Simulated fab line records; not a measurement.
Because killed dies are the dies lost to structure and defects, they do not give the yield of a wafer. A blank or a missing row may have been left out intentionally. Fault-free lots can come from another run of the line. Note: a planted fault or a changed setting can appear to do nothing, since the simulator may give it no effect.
Split-lot study :: flow n5Finfet :: on a route of 1938 steps: 7 lots, 21 wafers read

## SPLIT DETAILS
At N5_BEOL_M0_ETCH_128 (etches SiCN in CF4/N2, target depth 12 nm, overetch 5.1 nm, time 21.4 s), the setting sourceW was moved away from the recipe's 430 W on 10 of the 21 wafers read, by -15.2% to +5.4%. The other wafers ran this setting at the recipe's value.

The reading is taken at the split's own step.

## THE READING
rfVppV, in V, at N5_BEOL_M0_ETCH_128 (etches SiCN in CF4/N2, target depth 12 nm, overetch 5.1 nm, time 21.4 s). A value of 382.7 V with a standard deviation of 1.3 V is what fault-free wafers of this fab line usually give.

wafer: L074.1
tool, chamber at the split: rieDiel-05, 1
sourceW as run, W: 409.4
against the recipe: -4.8%
rfVppV, V: 387.3
against lot-mates on the recipe: +4.3

wafer: L074.3
tool, chamber at the split: rieDiel-05, 2
sourceW as run, W: 409.4
against the recipe: -4.8%
rfVppV, V: 386.9
against lot-mates on the recipe: +3.9

wafer: L074.5
tool, chamber at the split: rieDiel-05, 1
sourceW as run, W: 430
against the recipe: recipe
rfVppV, V: 383.0
against lot-mates on the recipe: -

wafer: L075.3
tool, chamber at the split: rieDiel-02, 0
sourceW as run, W: 430
against the recipe: recipe
rfVppV, V: 382.7
against lot-mates on the recipe: -

wafer: L075.4
tool, chamber at the split: rieDiel-02, 1
sourceW as run, W: 430
against the recipe: recipe
rfVppV, V: 381.6
against lot-mates on the recipe: -

wafer: L075.5
tool, chamber at the split: rieDiel-02, 0
sourceW as run, W: 430
against the recipe: recipe
rfVppV, V: 383.4
against lot-mates on the recipe: -

wafer: L079.2
tool, chamber at the split: rieDiel-06, 1
sourceW as run, W: 453.2
against the recipe: +5.4%
rfVppV, V: 377.5
against lot-mates on the recipe: -4.4

wafer: L079.4
tool, chamber at the split: rieDiel-06, 2
sourceW as run, W: 453.2
against the recipe: +5.4%
rfVppV, V: 374.3
against lot-mates on the recipe: -7.6

wafer: L079.6
tool, chamber at the split: rieDiel-06, 3
sourceW as run, W: 430
against the recipe: recipe
rfVppV, V: 381.9
against lot-mates on the recipe: -

wafer: L082.2
tool, chamber at the split: rieDiel-05, 3
sourceW as run, W: 430
against the recipe: recipe
rfVppV, V: 382.4
against lot-mates on the recipe: -

wafer: L082.5
tool, chamber at the split: rieDiel-05, 2
sourceW as run, W: 430
against the recipe: recipe
rfVppV, V: 381.1
against lot-mates on the recipe: -

wafer: L082.6
tool, chamber at the split: rieDiel-05, 3
sourceW as run, W: 430
against the recipe: recipe
rfVppV, V: 383.3
against lot-mates on the recipe: -

wafer: L086.2
tool, chamber at the split: rieDiel-06, 1
sourceW as run, W: 364.6
against the recipe: -15.2%
rfVppV, V: 403.6
against lot-mates on the recipe: no lot-mate on the recipe

wafer: L086.4
tool, chamber at the split: rieDiel-06, 3
sourceW as run, W: 364.6
against the recipe: -15.2%
rfVppV, V: 403.9
against lot-mates on the recipe: no lot-mate on the recipe

wafer: L086.6
tool, chamber at the split: rieDiel-06, 0
sourceW as run, W: 364.6
against the recipe: -15.2%
rfVppV, V: 404.1
against lot-mates on the recipe: no lot-mate on the recipe

wafer: L091.1
tool, chamber at the split: rieDiel-02, 0
sourceW as run, W: 385.8
against the recipe: -10.3%
rfVppV, V: 396.0
against lot-mates on the recipe: +14.0

wafer: L091.3
tool, chamber at the split: rieDiel-02, 1
sourceW as run, W: 430
against the recipe: recipe
rfVppV, V: 380.4
against lot-mates on the recipe: -

wafer: L091.4
tool, chamber at the split: rieDiel-02, 3
sourceW as run, W: 430
against the recipe: recipe
rfVppV, V: 383.7
against lot-mates on the recipe: -

wafer: L092.2
tool, chamber at the split: rieDiel-05, 0
sourceW as run, W: 383.8
against the recipe: -10.7%
rfVppV, V: 396.2
against lot-mates on the recipe: +14.5

wafer: L092.3
tool, chamber at the split: rieDiel-05, 3
sourceW as run, W: 383.8
against the recipe: -10.7%
rfVppV, V: 399.3
against lot-mates on the recipe: +17.6

wafer: L092.6
tool, chamber at the split: rieDiel-05, 1
sourceW as run, W: 430
against the recipe: recipe
rfVppV, V: 381.7
against lot-mates on the recipe: -

THE FIT
A straight line over all 21 wafers: rfVppV changes by -1.38 V for each +1% of sourceW; r = -0.99; the points scatter about the line by 1.3 V.
The same after taking each lot's own level away (the mean of its wafers on the recipe; 18 wafers): -1.34 V for each +1%; r = -0.97; scatter 1.6 V.
Per that fit: largest sourceW move, reading shift of 20 V.
From 381.70 to 383.00 V: that is the span of the lots' own levels, equal to 1.0 times the standard deviation above.
The two slopes agree, so the slope changes little with the lot-to-lot level.
Check: +14.4 V against its lot-mates is what the line predicts for one of the wafers moved furthest among these (-10.7%) when that wafer is left out of the fit. It came out at +14.5 V against them.
Tool readings at the split's step, against how far the setting was moved: rfVppV r = -0.99.

## FILE'S OWN FIT
rfVppV changes by -1.35 V for each +1% of sourceW, r = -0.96.
